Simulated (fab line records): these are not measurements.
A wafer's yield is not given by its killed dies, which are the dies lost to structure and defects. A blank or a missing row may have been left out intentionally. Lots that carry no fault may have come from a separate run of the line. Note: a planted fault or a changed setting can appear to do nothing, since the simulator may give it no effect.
fab line records	flow n5_finfet
record: lots: 13	wafers: 39	last_day: 17
route steps=1938 shown GATE_CUT@505 PASSIVATION@1928
lots that met no fault: taken from a fault-free run of the same line
start_h: the number of hours between the record's first day and the start of the first shown wafer of the lot	wait_h: hours since the lot's step before	" repeats the value in the row above	L1.1+2: several wafers, shown together as one row	- no value present, or no start provided	* or withheld: withheld	< > ~ a bound
route shown NAME@n: a module of which the file shows steps, and the number in the route of the first	usual: mean and standard deviation over wafers with no fault	same: alike in all rows	chamber/n: place in a boat	sites: per-site readings	_std_site: how widely they spread, as a standard deviation	_edge_site: the outer-site mean with the inner-site mean subtracted	radius_mm: for every site, how far away it sits from the centre of the wafer	mask NAME#n: copy n	behind: the tool/chamber that last shaped the wafer	hold: why the lot was held/for how many hours/how that ended	device: whichever transistor did not switch (one of n, p or np)	end of line: tests run on the same wafers once the route is complete	where a step has no rows: the recipe by itself	killed: dies that structure and defects cost at the first sort, which is not the same as the wafer's yield	map: per-die view of a wafer (x killed, . not killed, _ where there is no die)
set.NAME: the setting as run; set.NAME@STEP: as run at that earlier step	model.NAME: the simulator's own value behind a step, which no gauge read
the route's steps for a sample of lots (tables are steps, rows are wafers)
services: the hour from which a tool's chamber was out of use, counted from the record's first day as start_h (under 0 if before that day), plus the number of hours and why
== steps ==
step: N5_GATE_CUT_VAPOR_ETCH_49
recipe: chemistry: BCl3/Cl2	target: TiAlC	mode: isotropic
usual: drypump_motor_current_A: 5.5/0.59	oes_product_au: 0.75/0.11
lot.wafer	tool	chamber	start_h	wait_h	drypump_motor_current_A	oes_product_au
L986.1	rie_metal-02	0	87.44	0.1	5.3	0.67
L986.3	"	0	"	"	5.3	0.67
L986.5	"	0	"	"	5.4	0.68
L987.2	rie_metal-01	1	92.29	0.0	5.9	0.68
L987.4	"	0	"	"	5.0	0.97
L987.5	"	1	"	"	5.9	0.68
L990.1	rie_metal-02	1	108.47	0.0	6.4	0.68
L990.5	"	1	"	"	6.3	0.68
L990.6	"	0	"	"	5.4	0.67
L991.2	rie_metal-03	1	116.56	0.1	4.8	0.82
L991.3	"	1	"	"	4.8	0.83
L991.5	"	1	"	"	4.8	0.82
L992.2	rie_metal-02	1	120.70	0.0	6.4	0.69
L992.3	"	0	"	"	5.4	0.67
L992.6	"	1	"	"	6.4	0.68
L994.1	rie_metal-01	0	133.44	0.0	5.0	0.91
L994.3	"	0	"	"	5.0	0.92
L994.6	"	0	"	"	5.0	0.92
L995.3	rie_metal-01	1	140.62	0.0	5.9	0.68
L995.4	"	0	"	"	5.0	0.92
L995.6	"	0	"	"	5.0	0.92
L997.1	rie_metal-01	0	150.96	0.0	5.0	0.90
L997.4	"	0	"	"	5.0	0.91
L997.6	"	0	"	"	5.0	0.90
L998.1	rie_metal-03	1	159.61	0.0	4.8	0.80
L998.4	"	0	"	"	6.5	0.96
L998.5	"	1	"	"	4.8	0.80
L100.1	rie_metal-01	1	169.71	0.0	5.9	0.66
L100.2	"	0	"	"	5.0	0.89
L100.4	"	1	"	"	5.9	0.66
L105.1	rie_metal-01	0	197.95	0.0	5.0	0.87
L105.4	"	1	"	"	5.9	0.66
L105.5	"	1	"	"	5.9	0.66
L106.4	rie_metal-01	0	204.71	0.0	5.0	0.87
L106.5	"	0	"	"	5.0	0.87
L106.6	"	1	"	"	5.9	0.65
L109.1	rie_metal-02	0	221.97	0.0	5.3	0.65
L109.2	"	1	"	"	6.4	0.67
L109.6	"	0	"	"	5.3	0.65
step: N5_PASSIVATION_DESCUM_46
recipe: chemistry: O2	time_s: 7.9	source_power_w: 50	bias_power_w: 20	pressure_mtorr: 20	rf_frequency_hz: 2.712e+07	temp_c: 40	o2_flow_sccm: 225
usual: drypump_motor_current_A: 5.8/0.48	oes_product_au: 0.83/0.078	rf_vpp_V: 242.9/1.3	showerhead_plenum_p_Torr: 2.08/0.071	temp_c: 40.01/0.12	throttle_valve_pct: 20.34/0.21
lot.wafer	tool	chamber	start_h	wait_h	drypump_motor_current_A	oes_product_au	rf_hours_counter_h	rf_vpp_V	showerhead_plenum_p_Torr	temp_c	throttle_valve_pct
L987.2	rie_diel-04	0	247.04	0.1	5.7	0.91	31	243.6	2.04	39.99	20.51
L987.4	"	2	"	"	5.9	0.96	-	245.7	2.26	39.97	20.09
L987.5	"	1	"	"	6.4	0.85	-	246.6	2.22	40.07	20.68
L986.1	rie_diel-04	0	271.06	0.0	5.7	0.90	42	241.0	2.04	40.03	20.53
L986.3	"	2	"	"	5.9	0.93	25	244.4	2.25	40.01	20.11
L986.5	"	1	"	"	6.4	0.84	-	243.2	2.22	40.23	20.70
L990.1	rie_diel-04	3	285.18	0.0	6.0	0.97	4	242.7	2.14	40.05	20.41
L990.5	"	0	"	"	5.7	0.87	-	242.1	2.03	39.94	20.53
L990.6	"	3	"	"	6.0	0.98	-	243.7	2.14	39.91	20.41
L991.2	rie_diel-03	1	294.27	0.0	5.1	0.94	5	242.2	2.07	40.03	20.31
L991.3	"	2	"	"	6.6	0.80	96	240.9	2.03	39.81	20.29
L991.5	"	0	"	"	5.8	0.82	-	243.8	2.02	39.93	20.39
L992.2	rie_diel-04	3	302.22	0.0	6.0	0.96	8	243.5	2.14	40.08	20.39
L992.3	"	0	"	"	5.7	0.87	53	242.3	2.03	39.91	20.55
L992.6	"	2	"	"	5.9	0.89	-	246.1	2.25	40.07	20.12
L995.3	rie_diel-03	2	315.91	0.0	6.6	0.80	105	241.2	2.03	40.03	20.32
L995.4	"	2	"	"	6.6	0.80	-	242.1	2.03	40.18	20.33
L995.6	"	0	"	"	5.8	0.82	-	243.2	2.02	40.10	20.41
L994.1	rie_diel-03	1	316.51	0.4	5.2	0.92	15	242.1	2.07	39.98	20.31
L994.3	"	0	"	"	5.8	0.80	86	242.9	2.02	40.02	20.43
L994.6	"	1	"	"	5.1	0.92	-	241.3	2.07	40.09	20.32
L998.1	rie_diel-03	1	341.38	0.0	5.1	0.89	24	243.0	2.07	40.07	20.35
L998.4	"	2	"	"	6.6	0.79	113	242.4	2.02	39.85	20.31
L998.5	"	2	"	"	6.6	0.78	-	241.9	2.02	40.07	20.33
L997.1	rie_diel-03	1	344.28	0.0	5.1	0.89	26	241.6	2.07	40.21	20.33
L997.4	"	2	"	"	6.6	0.79	115	241.9	2.02	39.92	20.34
L997.6	"	1	"	"	5.1	0.90	-	242.9	2.07	40.08	20.33
L100.1	rie_diel-03	0	344.98	0.0	5.8	0.80	97	242.9	2.02	40.06	20.45
L100.2	"	3	"	"	6.3	0.96	10	242.2	2.05	39.74	20.22
L100.4	"	2	"	"	6.6	0.79	115	242.2	2.02	40.14	20.33
L105.1	rie_diel-03	2	384.78	0.1	6.6	0.77	129	241.6	2.02	40.03	20.38
L105.4	"	0	"	"	5.8	0.78	110	242.9	2.01	39.74	20.46
L105.5	"	0	"	"	5.8	0.78	-	241.7	2.01	39.73	20.45
L106.4	rie_diel-04	2	389.21	0.0	5.9	0.86	66	244.0	2.24	39.80	20.17
L106.5	"	1	"	"	6.4	0.78	-	245.3	2.21	40.12	20.74
L106.6	"	0	"	"	5.7	0.83	-	241.1	2.02	40.09	20.58
L109.1	rie_diel-03	1	399.37	0.0	5.1	0.85	45	242.4	2.06	40.07	20.38
L109.2	"	3	"	"	6.3	0.91	29	242.9	2.04	40.07	20.23
L109.6	"	1	"	"	5.1	0.86	-	242.5	2.06	40.20	20.37
step: N5_PASSIVATION_PROBE_49
usual: defect_limited_yield: 91.4/1.6	killed_at_M0_to_M3: 34/10	killed_at_M4_up: 12/4.8	killed_at_contacts: 11/6.2	killed_at_front_end: 39/13	killed_at_other: 4/3.1	killed_dies: 101/19	killed_on_rim: 13/4.1	killed_open: 67/14	killed_short: 32/8.3	sort_bin_5_function: 5.0/1	sort_bin_6_memory: 3.2/0.76	sort_bin_8_speed: 0.00/0.026	sort_n_pass: 1079/19
same: gross_dies: 1180	killed_at_back_side: 0	sort_bin_4_leakage[%]: 0
lot.wafer	tool	chamber	start_h	wait_h	defect_limited_yield[%]	killed_at_M0_to_M3	killed_at_M4_up	killed_at_contacts	killed_at_front_end	killed_at_other	killed_dies	killed_on_rim	killed_open	killed_short	sort_bin_5_function[%]	sort_bin_6_memory[%]	sort_bin_8_speed[%]	sort_n_pass
L987.2	prober-01	-	250.43	0.1	92.2	30	13	5	43	1	92	10	68	24	5.3	2.0	0	1088
L987.4	prober-01	-	250.53	0.2	92.3	29	17	5	39	1	91	11	61	26	5.3	2.0	0	1089
L987.5	prober-01	-	250.58	0.2	93.3	30	8	9	30	2	79	7	52	27	3.6	2.5	0	1101
L986.1	prober-01	-	274.50	0.0	89.2	46	18	7	55	1	127	13	81	46	5.8	4.8	0	1053
L986.3	prober-01	-	274.60	0.1	89.4	33	17	17	57	1	125	12	75	46	5.8	4.2	0	1055
L986.5	prober-01	-	274.70	0.2	90.8	32	19	12	45	0	108	12	66	41	5.5	3.4	0	1072
L990.1	prober-02	-	288.24	0.0	91.4	50	6	7	33	6	102	9	67	34	5.2	2.9	0	1078
L990.5	prober-02	-	288.44	0.2	89.0	29	9	15	72	5	130	14	87	42	6.6	4.2	0	1050
L990.6	prober-02	-	288.49	0.3	91.8	38	13	10	34	2	97	13	67	29	4.6	3.6	0	1083
L992.2	prober-02	-	305.33	0.1	89.9	35	11	11	57	5	119	22	84	33	5.3	4.3	0	1061
L992.3	prober-02	-	305.38	0.1	87.8	37	13	23	67	4	144	22	102	38	6.5	5.3	0	1036
L992.6	prober-02	-	305.53	0.3	88.8	28	9	12	82	1	132	22	99	32	6.6	4.5	0	1048
L998.1	prober-02	-	344.42	0.0	93.9	22	11	2	35	2	72	7	48	22	3.3	2.3	0	1108
L998.4	prober-02	-	344.57	0.2	91.7	33	10	2	47	6	98	16	56	40	4.9	3.1	0	1082
L998.5	prober-02	-	344.62	0.2	91.4	21	21	6	51	3	102	11	55	34	4.9	2.9	0	1078
L997.1	prober-01	-	347.33	0.0	91.2	34	16	16	33	5	104	14	73	30	5.3	3.3	0	1076
L997.4	prober-01	-	347.48	0.2	90.0	40	19	18	35	6	118	11	78	34	5.6	4.1	0	1062
L997.6	prober-01	-	347.58	0.3	89.2	46	7	19	47	8	127	19	90	36	6.4	4.1	0	1053
L100.1	prober-02	-	348.04	0.0	89.7	53	6	17	43	3	122	19	84	36	6.0	3.8	0	1058
L100.2	prober-02	-	348.09	0.1	91.3	31	4	21	46	1	103	14	74	26	4.9	3.6	0	1077
L100.4	prober-02	-	348.19	0.2	91.1	28	9	19	47	2	105	14	73	32	5.8	2.5	0	1075
L105.1	prober-02	-	387.82	0.0	90.3	40	17	18	34	6	115	12	82	27	6.2	3.1	0	1065
L105.4	prober-02	-	387.97	0.2	84.0	36	11	14	125	3	189	34	63	27	9.5	3.0	0	991
L105.5	prober-02	-	388.02	0.2	80.9	39	18	29	133	6	225	39	80	40	9.6	5.9	0	955
L106.4	prober-02	-	392.51	0.2	89.0	29	18	21	59	3	130	14	84	46	5.7	4.9	0	1050
L106.5	prober-02	-	392.56	0.2	93.5	17	14	7	38	1	77	9	52	23	4.1	2.4	0	1103
L106.6	prober-02	-	392.61	0.3	84.2	18	8	19	138	3	186	34	49	34	8.8	3.8	0	994
killed by level:class
L987.2 STI_FIN_REVEAL:geometric_particle:open=12 FIN_SAQP:geometric_particle:open=11 BEOL_M1:geometric_particle:open=11 BEOL_M4:geometric_particle:open=9 FIN_SAQP:geometric_particle:short=8 BEOL_M3:geometric_particle:open=7 BEOL_M0_SAQP:geometric_particle:short=4 MOL_CONTACT_COAG:geometric_particle:open=3
L987.4 STI_FIN_REVEAL:geometric_particle:open=7 BEOL_M3:geometric_particle:open=7 BEOL_M0_SAQP:geometric_particle:short=6 BEOL_M1:geometric_particle:open=6 BEOL_M4:geometric_particle:open=6 BEOL_M2:geometric_particle:open=5 FIN_SAQP:geometric_particle:open=4 GATE_CUT:geometric_particle:short=4
L987.5 BEOL_M3:geometric_particle:open=12 FIN_SAQP:geometric_particle:short=6 FIN_SAQP:geometric_particle:open=5 MOL_CONTACT_COAG:geometric_particle:open=5 BEOL_M0_SAQP:geometric_particle:open=5 BEOL_M1:geometric_particle:open=5 DUMMY_GATE:geometric_particle:short=4 MOL_CONTACT_COAG:geometric_particle:short=4
L986.1 BEOL_M0_SAQP:geometric_particle:short=18 FIN_SAQP:geometric_particle:short=13 FIN_SAQP:geometric_particle:open=12 BEOL_M2:geometric_particle:open=11 BEOL_M0_SAQP:geometric_particle:open=8 ILD0:geometric_particle:open=7 DUMMY_GATE:geometric_particle:open=6 BEOL_M4:geometric_particle:open=6
L986.3 BEOL_M0_SAQP:geometric_particle:short=17 MOL_CONTACT_COAG:geometric_particle:open=15 FIN_SAQP:geometric_particle:open=13 FIN_SAQP:geometric_particle:short=12 BEOL_M4:geometric_particle:open=8 BEOL_M0_SAQP:geometric_particle:open=8 DUMMY_GATE:geometric_particle:open=7 GATE_CUT:geometric_particle:short=7
L986.5 BEOL_M0_SAQP:geometric_particle:open=15 FIN_SAQP:geometric_particle:short=14 FIN_SAQP:geometric_particle:open=12 BEOL_M4:geometric_particle:open=12 BEOL_M0_SAQP:geometric_particle:short=10 MOL_CONTACT_COAG:geometric_particle:open=9 DUMMY_GATE:geometric_particle:open=6 STARTING-WAFER:geometric_particle:short=4
L990.1 BEOL_M0_SAQP:geometric_particle:short=13 BEOL_M2:geometric_particle:open=12 BEOL_M0_SAQP:geometric_particle:open=8 STI_FIN_REVEAL:geometric_particle:open=7 MOL_CONTACT_COAG:geometric_particle:open=7 BEOL_M1:geometric_particle:open=6 FIN_SAQP:geometric_particle:open=5 FIN_SAQP:geometric_particle:short=5
L990.5 FIN_SAQP:geometric_particle:open=27 MOL_CONTACT_COAG:geometric_particle:open=10 BEOL_M0_SAQP:geometric_particle:short=9 FIN_SAQP:geometric_particle:short=8 DUMMY_GATE:geometric_particle:open=7 STI_FIN_REVEAL:geometric_particle:open=6 GATE_CUT:geometric_particle:open=6 GATE_CUT:geometric_particle:short=5
L990.6 BEOL_M0_SAQP:geometric_particle:open=13 BEOL_M2:geometric_particle:open=10 STI_FIN_REVEAL:geometric_particle:open=9 BEOL_M0_SAQP:geometric_particle:short=8 MOL_CONTACT_COAG:geometric_particle:open=6 BEOL_M7:geometric_particle:open=5 FIN_SAQP:geometric_particle:short=4 FIN_SAQP:geometric_particle:open=4
L992.2 STI_FIN_REVEAL:geometric_particle:open=29 BEOL_M0_SAQP:geometric_particle:short=12 MOL_CONTACT_COAG:geometric_particle:open=9 BEOL_M0_SAQP:geometric_particle:open=9 STI_FIN_REVEAL:geometric_particle:short=7 BEOL_M1:geometric_particle:open=7 FIN_SAQP:geometric_particle:open=6 FIN_SAQP:geometric_particle:short=4
L992.3 STI_FIN_REVEAL:geometric_particle:open=21 MOL_CONTACT_COAG:geometric_particle:open=18 FIN_SAQP:geometric_particle:open=14 FIN_SAQP:geometric_particle:short=11 BEOL_M1:geometric_particle:open=10 BEOL_M0_SAQP:geometric_particle:short=9 BEOL_M0_SAQP:geometric_particle:open=8 BEOL_M4:geometric_particle:open=7
L992.6 STI_FIN_REVEAL:geometric_particle:open=48 MOL_CONTACT_COAG:geometric_particle:open=9 FIN_SAQP:geometric_particle:open=8 FIN_SAQP:geometric_particle:short=7 BEOL_M0_SAQP:geometric_particle:short=7 STI_FIN_REVEAL:geometric_particle:short=5 BEOL_M2:geometric_particle:open=5 BEOL_M0_SAQP:geometric_particle:open=5
L998.1 FIN_SAQP:geometric_particle:open=11 BEOL_M0_SAQP:geometric_particle:open=11 STI_FIN_REVEAL:geometric_particle:open=6 GATE_CUT:geometric_particle:short=5 BEOL_M0_SAQP:geometric_particle:short=5 FIN_SAQP:geometric_particle:short=4 BEOL_M4:geometric_particle:open=4 BEOL_M7:geometric_particle:open=4
L998.4 BEOL_M0_SAQP:geometric_particle:short=12 FIN_SAQP:geometric_particle:open=9 FIN_SAQP:geometric_particle:short=9 BEOL_M0_SAQP:geometric_particle:open=9 STI_FIN_REVEAL:geometric_particle:open=7 GATE_CUT:geometric_particle:short=7 BEOL_M2:geometric_particle:open=6 DUMMY_GATE:geometric_particle:open=4
L998.5 FIN_SAQP:geometric_particle:short=14 HKMG_FIN:area_etch=9 FIN_SAQP:geometric_particle:open=8 BEOL_M4:geometric_particle:open=7 STARTING-WAFER:geometric_particle:short=6 BEOL_M0:geometric_particle:open=6 BEOL_M7:geometric_particle:open=6 MOL_CONTACT_COAG:geometric_particle:open=5
L997.1 STI_FIN_REVEAL:geometric_particle:open=12 MOL_CONTACT_COAG:geometric_particle:open=12 BEOL_M0_SAQP:geometric_particle:open=10 BEOL_M0_SAQP:geometric_particle:short=6 GATE_CUT:geometric_particle:short=5 BEOL_M2:geometric_particle:open=5 MOL_CONTACT_COAG:geometric_particle:short=4 BEOL_M3:geometric_particle:open=4
L997.4 MOL_CONTACT_COAG:geometric_particle:open=16 STI_FIN_REVEAL:geometric_particle:open=10 BEOL_M0_SAQP:geometric_particle:short=9 BEOL_M4:geometric_particle:open=8 BEOL_M1:geometric_particle:open=7 BEOL_M2:geometric_particle:open=7 FIN_SAQP:geometric_particle:short=6 BEOL_M1:geometric_particle:short=6
L997.6 STI_FIN_REVEAL:geometric_particle:open=24 MOL_CONTACT_COAG:geometric_particle:open=18 BEOL_M3:geometric_particle:open=10 STI_FIN_REVEAL:geometric_particle:short=9 BEOL_M1:geometric_particle:open=9 BEOL_M0_SAQP:geometric_particle:short=5 BEOL_M1:geometric_particle:short=5 BEOL_M2:geometric_particle:open=5
L100.1 MOL_CONTACT_COAG:geometric_particle:open=14 BEOL_M0_SAQP:geometric_particle:open=13 BEOL_M0_SAQP:geometric_particle:short=12 FIN_SAQP:geometric_particle:open=11 STI_FIN_REVEAL:geometric_particle:open=11 BEOL_M3:geometric_particle:open=10 FIN_SAQP:geometric_particle:short=7 BEOL_M2:geometric_particle:open=6
L100.2 FIN_SAQP:geometric_particle:open=19 MOL_CONTACT_COAG:geometric_particle:open=17 BEOL_M3:geometric_particle:open=15 BEOL_M0_SAQP:geometric_particle:short=6 FIN_SAQP:geometric_particle:short=6 STI_FIN_REVEAL:geometric_particle:open=5 DUMMY_GATE:geometric_particle:open=4 MOL_CONTACT_COAG:geometric_particle:short=4
L100.4 MOL_CONTACT_COAG:geometric_particle:open=19 STI_FIN_REVEAL:geometric_particle:open=14 FIN_SAQP:geometric_particle:open=10 BEOL_M0_SAQP:geometric_particle:short=8 FIN_SAQP:geometric_particle:short=7 BEOL_M3:geometric_particle:open=7 BEOL_M2:geometric_particle:open=4 STI_FIN_REVEAL:geometric_particle:short=4
L105.1 MOL_CONTACT_COAG:geometric_particle:open=15 BEOL_M0_SAQP:geometric_particle:open=11 FIN_SAQP:geometric_particle:open=9 BEOL_M2:geometric_particle:open=9 BEOL_M1:geometric_particle:open=8 BEOL_M4:geometric_particle:open=8 STI_FIN_REVEAL:geometric_particle:open=7 BEOL_M0_SAQP:geometric_particle:short=7
L105.4 GATE_CUT:unspecified=97 MOL_CONTACT_COAG:geometric_particle:open=11 BEOL_M2:geometric_particle:open=11 FIN_SAQP:geometric_particle:open=9 BEOL_M0_SAQP:geometric_particle:short=7 BEOL_M0_SAQP:geometric_particle:open=7 BEOL_M2:geometric_particle:short=6 DUMMY_GATE:geometric_particle:open=5
L105.5 GATE_CUT:unspecified=101 MOL_CONTACT_COAG:geometric_particle:open=23 BEOL_M0_SAQP:geometric_particle:short=10 BEOL_M2:geometric_particle:open=8 FIN_SAQP:geometric_particle:open=7 BEOL_M0_SAQP:geometric_particle:open=7 BEOL_M4:geometric_particle:open=7 MOL_CONTACT_COAG:geometric_particle:short=6
L106.4 MOL_CONTACT_COAG:geometric_particle:open=18 STI_FIN_REVEAL:geometric_particle:open=15 FIN_SAQP:geometric_particle:short=14 FIN_SAQP:geometric_particle:open=9 BEOL_M4:geometric_particle:open=9 BEOL_M2:geometric_particle:open=8 BEOL_M0_SAQP:geometric_particle:short=7 DUMMY_GATE:geometric_particle:open=6
L106.5 FIN_SAQP:geometric_particle:short=8 BEOL_M4:geometric_particle:open=7 FIN_SAQP:geometric_particle:open=6 MOL_CONTACT_COAG:geometric_particle:open=6 STI_FIN_REVEAL:geometric_particle:open=5 DUMMY_GATE:geometric_particle:open=5 GATE_CUT:geometric_particle:short=4 BEOL_M0_SAQP:geometric_particle:open=4
L106.6 GATE_CUT:unspecified=102 MOL_CONTACT_COAG:geometric_particle:open=17 FIN_SAQP:geometric_particle:short=8 BEOL_M0_SAQP:geometric_particle:short=7 GATE_CUT:geometric_particle:short=6 BEOL_M1:geometric_particle:open=6 FIN_SAQP:geometric_particle:open=5 STI_FIN_REVEAL:geometric_particle:open=4
== services ==
tool	chamber	start_h	hours	kind
rie_diel-04	1	74.69	-	clean
rie_diel-04	1	74.69	-	consumable_replace:focus_ring
rie_diel-04	1	74.69	-	consumable_replace:showerhead
rie_diel-04	1	74.69	12.3	scheduled_down
rie_metal-02	1	79.49	18.6	repair
rie_diel-04	0	96.43	3.4	repair
rie_metal-02	0	123.85	8.1	repair
rie_metal-02	-	146.83	42.5	repair
rie_diel-03	0	151.36	2.6	repair
rie_metal-03	-	152.69	1.4	pm
rie_diel-04	3	172.52	3.1	repair
rie_metal-01	-	253.82	14.6	pm
rie_diel-03	1	260.72	-	clean
rie_diel-03	1	260.72	-	consumable_replace:focus_ring
rie_diel-03	1	260.72	19.1	scheduled_down
rie_diel-03	1	260.72	19.1	vent_cycle
rie_metal-01	-	268.42	2.8	pm
rie_metal-02	-	282.64	0.4	repair
rie_diel-03	3	293.99	9.0	repair
rie_diel-04	3	294.36	5.3	repair
rie_diel-03	2	317.61	2.5	repair
rie_metal-01	1	326.43	-	clean
rie_metal-01	1	326.43	13.8	scheduled_down
rie_metal-01	1	326.43	13.8	vent_cycle
== key ==
first_sign: step: N5_PASSIVATION_PROBE_49	reading: killed_at_front_end	direction: up	sigmas: 7.2	usual: 39	struck: 132
effect: step: N5_PASSIVATION_PROBE_49	reading: killed_dies	direction: up	sigmas: 5.3	usual: 101	struck: 200
more_kills_born_at: N5_GATE_CUT_VAPOR_ETCH_49@rie_metal-01: 300
met_at N5_GATE_CUT_VAPOR_ETCH_49
struck_lots L105,L106
struck_wafers L105.4,L105.5,L106.6
not_acting_at N5_PASSIVATION_DESCUM_46
onset_between 169.71 197.95
fault: kind: chamber_particle_source	tool: rie_metal-01	chamber: 1	onset_h: 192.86	steps: N5_GATE_CUT_VAPOR_ETCH_49	rate_per_visit_cm2: 1.4671	end_h: 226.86
